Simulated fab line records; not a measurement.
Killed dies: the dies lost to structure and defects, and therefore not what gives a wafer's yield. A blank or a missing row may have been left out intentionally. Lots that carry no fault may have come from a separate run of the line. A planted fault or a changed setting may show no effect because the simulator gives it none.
Comparing a struck lot with a sound one	flow n5Finfet	40 steps out of a route of 1938
Sound: wafers L411.2, L411.4, L411.5. Wafers struck: L412.1, L412.4, L412.5. The cause comes at the end.
Per side, at each step with rows, come the tool, then ch with its chambers, and then its first start. Under that, the readings that differ: sound wafers	struck wafers	difference of the means	sigmas: that difference in standard deviations of wafers without a fault.
alike: a reading whose means differ by less than 2 such deviations, as well as words and numbers matching on both sides. not compared: withheld readings; readings where some wafer has no value; bounds like >300 that might hide an equal value; numbers whose values overlap and for which the record gives no deviation.
Wherever a step has rows on one side only, a row that says differs or no value, or a row with sigmas, the two part there. Numbers that don't overlap but have no deviation are shown without sigmas and don't part them. A reading that every wafer of one side lacks parts them only if that side has two wafers or more.

first, 10 steps without rows for these wafers: N5_DUMMY_GATE_ETCH_23 (etches poly-Si in HBr/Cl2/O2, target depth 41 nm, time 22.3 s); N5_DUMMY_GATE_ETCH_44 (etches poly-Si in HBr/O2, stops on SiO2, target depth 127.5 nm); N5_DUMMY_GATE_ETCH_42 (etches SiO2 in CHF3/O2, target depth 3.5 nm, time 31 s); N5_DUMMY_GATE_STRIP_48 (strips in N2/H2, time 20 s); N5_DUMMY_GATE_PRECLEAN_33 (cleans in dHF, time 10 s); N5_DUMMY_GATE_PRECLEAN_25 (cleans in O3/DIW, time 45 s); N5_DUMMY_GATE_PRECLEAN_51 (cleans in SC2, time 45 s); N5_DUMMY_GATE_SRD_26 (time 30 s); N5_DUMMY_GATE_UV_OZONE_45 (time 120 s); N5_SPACER0_ALD_07 (deposits SiNx, target thk 2 nm).
N5_SPACER0_ALD_00: deposits SiOCN, target thk 3.5 nm, pulse time 3 s, purge time 2 s.
  sound on aldSin-01 ch 0,1, day 6 16:11; struck on aldSin-04 ch 0,3, day 6 18:40
reading	sound	struck	difference	sigmas
aldCycles	58 58 58	68 68 68	+10	
heaterPowerW (W)	1128 919 1109	768 893 740	-252	-3
model.SiOCN_of_SPACER0_ALD_00.thkNm (nm)	3.6 3.4 3.4	4.2 4.2 4.2	+0.7	
  alike: precursorPulseHeightRel, susceptorTempC
then, 25 steps without rows for these wafers: N5_SPACER0_ALD_08 (deposits SiNx, target thk 2 nm); N5_SD_EPI_N_COAT_32 (time 60 s, resist thk 350 nm); N5_SD_EPI_N_COAT_33 (time 60 s, resist thk 35 nm); N5_SD_EPI_N_COAT_03 (resist thk 150 nm); N5_SD_EPI_N_EBR_05; N5_SD_EPI_N_SOFTBAKE_04 (time 60 s); N5_SD_EPI_N_EXPOSE_06 (exposes mask SD N BLK, target cd 120 nm); N5_SD_EPI_N_PEB_07 (peb time 60 s); N5_SD_EPI_N_DEVELOP_08 (develop time 30 s); N5_SD_EPI_N_DESCUM_14 (chemistry O2, time 7.9 s); N5_SD_EPI_N_ETCH_34 (etches SiARC in CF4, target depth 45.5 nm, time 75.8 s); N5_SD_EPI_N_ETCH_35 (etches SOC in N2/H2, overetch 108 nm, time 486 s); N5_SD_EPI_N_STRIP_36 (strips in N2/H2); N5_SD_EPI_N_ETCHBACK_44 (etches SiNx in CH3F/O2, stops on SiO2, target depth 14.5 nm); N5_SD_EPI_N_ETCH_45 (etches SiOCN in CH3F/O2, target depth 6 nm); N5_SD_EPI_N_ETCH_16 (etches SiO2 in CHF3/O2, target depth 5 nm); N5_SD_EPI_N_STRIP_47 (strips in CHF3/O2); N5_SD_EPI_N_SD_RECESS_17 (chemistry HBr/Cl2/O2, target depth 41 nm, time 23.7 s, bt time 3 s); N5_SD_EPI_N_STRIP_38 (strips in N2/H2); N5_SD_EPI_N_WET_ETCH_43 (etches SiO2 in dHF, time 14 s, target depth 1.5 nm); N5_SD_EPI_N_STRIP_18 (strips in SPM, time 750 s); N5_SD_EPI_N_SRD_20 (time 30 s); N5_SD_EPI_N_PRECLEAN_48 (cleans in NF3:NH3, afs cycles 2, time 20 s, sublimation time 60 s); N5_SD_EPI_N_VAPOR_ETCH_50 (etches Si in HCl, time 54 s); N5_SD_EPI_N_EPI_21 (deposits Si:P, time 690 s).
N5_SD_EPI_P_VAPOR_ETCH_44: etches SiGe30 in NF3/Ar, time 3.3 s.
  sound on epiRpcvd-01 ch 0, day 6 22:58; struck on epiRpcvd-04 ch 0, day 7 01:29
  alike: susceptorTempC
N5_SD_EPI_P_PRECLEAN_32: cleans in dHF, time 10 s.
  sound on wetBench-06 ch 1,3,4, day 7 01:26; struck on wetBench-05 ch 0,1,7, day 7 04:00
reading	sound	struck	difference	sigmas
bathHeatDutyPct (%)	5.5 5.6 5.9	7.7 8.5 7.1	+2.1	+3
model.SiOCN_of_SPACER0_ALD_00.thkNm (nm)	3.4 3.4 3.4	4 4 4	+1	
-- the record jumps here: 7 days lie between the struck wafers' starts before and after (it left off in module SD_EPI_P and takes up again in module BEOL_M4, whose first step shown is number 1111 of the route) --
N5_BEOL_M4_RC_MEAS_101:
  sound on prober-01 ch 0, day 14 05:50; struck on prober-02 ch 0, day 14 01:43
reading	sound	struck	difference	sigmas
DIBL_N (mV/V)	37.3 38.2 39.5	30.6 32.9 35.2	-5.4	-3
IOFF_N (nA/um)	0.184 0.182 0.226	0.087 0.113 0.141	-0.084	-3
ION_N (uA/um)	687 672 674	640 651 659	-28	-3
ION_P (uA/um)	468 448 453	467 475 471	+15	+2
REXT_N (ohm.um)	75.6 75.2 76.1	83.3 82.2 81.7	+6.8	+4
SS_N (mV/dec)	71.8 72.7 72.9	70.3 70.4 71.2	-1.8	-3
VT_N (mV)	247 250 246	260 253 252	+7	+2
  alike: DIBL_P, IOFF_P, SS_P, VT_P
-- the record jumps here: 5 days lie between the struck wafers' starts before and after (it left off in module BEOL_M4 and takes up again in module PASSIVATION, whose first step shown is number 1936 of the route) --
N5_PASSIVATION_PROBE_49:
  sound on prober-02, day 18 19:35; struck on prober-01, day 18 15:39
reading	sound	struck	difference	sigmas
sort_bin_8_speed (%)	0.08 0 0	2.37 0 0	+0.76	+4
  alike: defectLimitedYield, killed_at_M0_to_M3, killed_at_M4_up, killedAtContacts, killedAtFrontEnd, killedAtOther, killedDies, killedOpen, killedShort, sort_bin_5_function, sort_bin_6_memory, sortNPass, sortYieldPct

== WHERE THEY PART ==
At N5_SPACER0_ALD_00 first; at N5_PASSIVATION_PROBE_49 last (within this record only).

WHY: what had been put in by the simulator
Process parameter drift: aldSin-04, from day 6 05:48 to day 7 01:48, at N5_SPACER0_ALD_00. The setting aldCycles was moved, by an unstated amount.
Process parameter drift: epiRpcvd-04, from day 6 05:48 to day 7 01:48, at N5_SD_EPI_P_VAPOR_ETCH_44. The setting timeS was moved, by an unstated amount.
